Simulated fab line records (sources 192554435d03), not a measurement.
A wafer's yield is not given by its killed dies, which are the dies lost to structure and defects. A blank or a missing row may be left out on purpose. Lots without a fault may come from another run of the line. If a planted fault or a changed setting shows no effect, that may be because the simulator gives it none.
Split-lot trial -- flow n5-finfet -- 21 wafers read from 7 lots, route of 1938 steps

THE SPLIT
At N5_BEOL_M13_ILD_DEP_00 (deposits SiOC from DEMS/O2, target thk 837.92 nm, time 166.4 s), the setting time-s was moved away from the recipe's 166.4 s on 7 of the 21 wafers read, by -14.6% to +5.1%. All remaining wafers had this setting at the recipe value.

The file shows no step between the split and the reading.

THE READING
M13_ILD_THK (nm), taken at N5_BEOL_M13_THK_MEAS_01. A value of 837 nm with a standard deviation of 13 nm is what fault-free wafers of this fab line usually give.

wafer,"tool, chamber at the split","time-s as run, s",against the recipe,"M13_ILD_THK, nm",against lot-mates on the recipe
L083.1,"pecvd-01, 0",166.4,recipe,825,-
L083.3,"pecvd-01, 2",166.4,recipe,816,-
L083.4,"pecvd-01, 1",166.4,recipe,835,-
L085.2,"pecvd-03, 1",166.4,recipe,815,-
L085.3,"pecvd-03, 0",142.1,-14.6%,704,-111
L085.6,"pecvd-03, 0",142.1,-14.6%,717,-98
L089.4,"pecvd-03, 2",166.4,recipe,851,-
L089.5,"pecvd-03, 0",166.4,recipe,855,-
L089.6,"pecvd-03, 1",166.4,recipe,847,-
L092.1,"pecvd-03, 2",166.4,recipe,838,-
L092.2,"pecvd-03, 1",166.4,recipe,849,-
L092.5,"pecvd-03, 2",166.4,recipe,847,-
L094.1,"pecvd-02, 2",149.6,-10.1%,761,-73
L094.4,"pecvd-02, 2",149.6,-10.1%,770,-64
L094.5,"pecvd-02, 0",166.4,recipe,834,-
L090.1,"pecvd-02, 2",174.9,+5.1%,891,+52
L090.2,"pecvd-02, 1",174.9,+5.1%,879,+40
L090.5,"pecvd-02, 0",166.4,recipe,839,-
L095.2,"pecvd-03, 2",166.4,recipe,844,-
L095.4,"pecvd-03, 2",144.7,-13.0%,732,-112
L095.6,"pecvd-03, 2",166.4,recipe,845,-

FIT RESULTS
A straight line over all 21 wafers: M13_ILD_THK changes by +8.36 nm for each +1% of time-s; r = +0.98; the points scatter about the line by 12 nm.
The same after taking each lot's own level away (the mean of its wafers on the recipe; 21 wafers): +7.56 nm for each +1%; r = +0.99; scatter 7 nm.
The reading moves by 1.1e+02 nm for the largest change in time-s, on that fit.
From 815.0 to 851.0 nm: that is the span of the lots' own levels, equal to 2.8 times the standard deviation above.
Thus the slope moves with the lot-to-lot level: the two fits are different.
Check: for one of the wafers moved furthest among these (-14.6%), held out of the fit, the line's prediction against its lot-mates is -108 nm. Against them it came out at -111 nm.

THE WHOLE CHAIN: every reading that the file lists as answering this split, in the file's order
step,what it does,reading,change (the file's fit),r (the file's)
N5_BEOL_M13_ILD_DEP_00,"deposits SiOC from DEMS/O2, target thk 837.92 nm, time 166.4 s","SiOC_of_BEOL_M13_ILD_DEP_00.thk-nm (the simulator's own value, which no gauge read)",+7.62 nm for each +1% of the setting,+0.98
N5_BEOL_M13_THK_MEAS_01,,M13_ILD_THK,+7.64 for each +1% of the setting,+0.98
N5_BEOL_M13_VIA_ETCH_16,"etches SiOC in C4F8/O2/Ar, target depth 921.7 nm","etch.depth-nm (the simulator's own value, which no gauge read)",+7.62 nm for each +1% of the setting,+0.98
N5_BEOL_M13_VIA_ETCH_16,"etches SiOC in C4F8/O2/Ar, target depth 921.7 nm","coat_of_BEOL_M13_COAT_04.thk-nm (the simulator's own value, which no gauge read)",-2.24 nm for each +1% of the setting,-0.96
N5_BEOL_M13_STRIP_63,strips in N2/H2,strip-time-to-endpoint-s,withheld for each +1% of the setting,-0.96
N5_BEOL_M13_ETCH_38,"etches SiCN in CF4/N2, target depth 67.5 nm, time 71.9 s","SiOC_of_BEOL_M13_ILD_DEP_00.thk-nm (the simulator's own value, which no gauge read)",+7.55 nm for each +1% of the setting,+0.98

FILE'S OWN FIT
M13_ILD_THK changes by +7.64 nm for each +1% of time-s, r = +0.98.
